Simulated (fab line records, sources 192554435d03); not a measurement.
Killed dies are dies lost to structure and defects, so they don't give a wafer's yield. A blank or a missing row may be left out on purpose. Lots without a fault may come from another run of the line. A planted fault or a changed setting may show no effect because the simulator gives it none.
Split-lot experiment | flow n5_finfet | 7 lots, 21 wafers read, on a route of 1938 steps

THE SPLIT
At N5_BEOL_M3_DEP_57 (deposits SiCN from 3MS/NH3, target thk 8 nm, time 14 s), the setting time_s was moved away from the recipe's 14 s on 6 of the 21 wafers read, by -14.1% to +12.7%. The other wafers ran this setting at the recipe's value.

The reading is taken at the split's own step.

THE READING
SiCN_of_BEOL_M3_DEP_57.thk_nm (the simulator's own value, which no gauge read), in nm, at N5_BEOL_M3_DEP_57 (deposits SiCN from 3MS/NH3, target thk 8 nm, time 14 s). The file gives no usual value for it. The 15 wafers here that ran the recipe average 8.0 nm, standard deviation 0.17 nm.

wafer  | tool, chamber at the split | time_s as run, s | against the recipe | SiCN_of_BEOL_M3_DEP_57.thk_nm, nm | against lot-mates on the recipe
L074.1 | pecvd-01, 0                | 14               | recipe             | 7.8                               | -
L074.2 | pecvd-01, 1,2              | 12.03            | -14.1%             | 6.6                               | -1.2
L074.5 | pecvd-01, 1,2              | 12.03            | -14.1%             | 6.6                               | -1.2
L078.1 | pecvd-04, 0                | 14               | recipe             | 7.8                               | -
L078.3 | pecvd-04, 0                | 14               | recipe             | 8                                 | -
L078.4 | pecvd-04, 2                | 15.78            | +12.7%             | 9                                 | +1.1
L079.1 | pecvd-02, 0                | 14               | recipe             | 7.8                               | -
L079.2 | pecvd-02, 1                | 14               | recipe             | 8                                 | -
L079.6 | pecvd-02, 0                | 14               | recipe             | 8.2                               | -
L080.4 | pecvd-04, 0,2              | 14               | recipe             | 8                                 | -
L080.6 | pecvd-04, 0,2              | 14               | recipe             | 8                                 | -
L080.5 | pecvd-04, 1                | 14               | recipe             | 8.2                               | -
L084.2 | pecvd-02, 1                | 14               | recipe             | 7.8                               | -
L084.3 | pecvd-02, 2                | 14               | recipe             | 8                                 | -
L084.4 | pecvd-02, 2                | 14               | recipe             | 8                                 | -
L089.2 | pecvd-01, 2,0              | 13.1             | -6.4%              | 7.4                               | -0.6
L089.3 | pecvd-01, 2,0              | 13.1             | -6.4%              | 7.4                               | -0.6
L089.4 | pecvd-01, 0                | 14               | recipe             | 8                                 | -
L091.1 | pecvd-04, 1                | 12.72            | -9.1%              | 7.6                               | -0.7
L091.2 | pecvd-04, 0                | 14               | recipe             | 8.2                               | -
L091.6 | pecvd-04, 1                | 14               | recipe             | 8.4                               | -
Where a row lists several chambers, the file gives one row for several wafers and doesn't say which wafer went through which chamber.

THE FIT
A straight line over all 21 wafers: SiCN_of_BEOL_M3_DEP_57.thk_nm changes by +0.0879 nm for each +1% of time_s; r = +0.94; the points scatter about the line by 0.19 nm.
The same after taking each lot's own level away (the mean of its wafers on the recipe; 21 wafers): +0.0855 nm for each +1%; r = +0.98; scatter 0.099 nm.
On that fit, the largest move of time_s shifts the reading by 1.2 nm.
The lots' own levels span 7.80 to 8.30 nm, that is 2.9 times the standard deviation above.
So the lot-to-lot level changes the slope little: the two slopes agree.
Check: with one of the wafers moved furthest among these (-14.1%) left out of the fit, the line predicts -1.2 nm for it against its lot-mates. It came out at -1.2 nm against them.

OTHER SPLITS ON THESE WAFERS
These wafers also went through other splits before the reading. Each is held against what the fit with the lots' levels taken away leaves over:
other split on the same wafers | wafers away from the commonest value | r with SiCN_of_BEOL_M3_DEP_57.thk_nm (lot level and that fit taken away)
N5_BEOL_M3_COAT_22 spin_rpm    | 7                                    | -0.11

THE FILE'S OWN FIT
SiCN_of_BEOL_M3_DEP_57.thk_nm changes by +0.0849 nm for each +1% of time_s, r = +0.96.
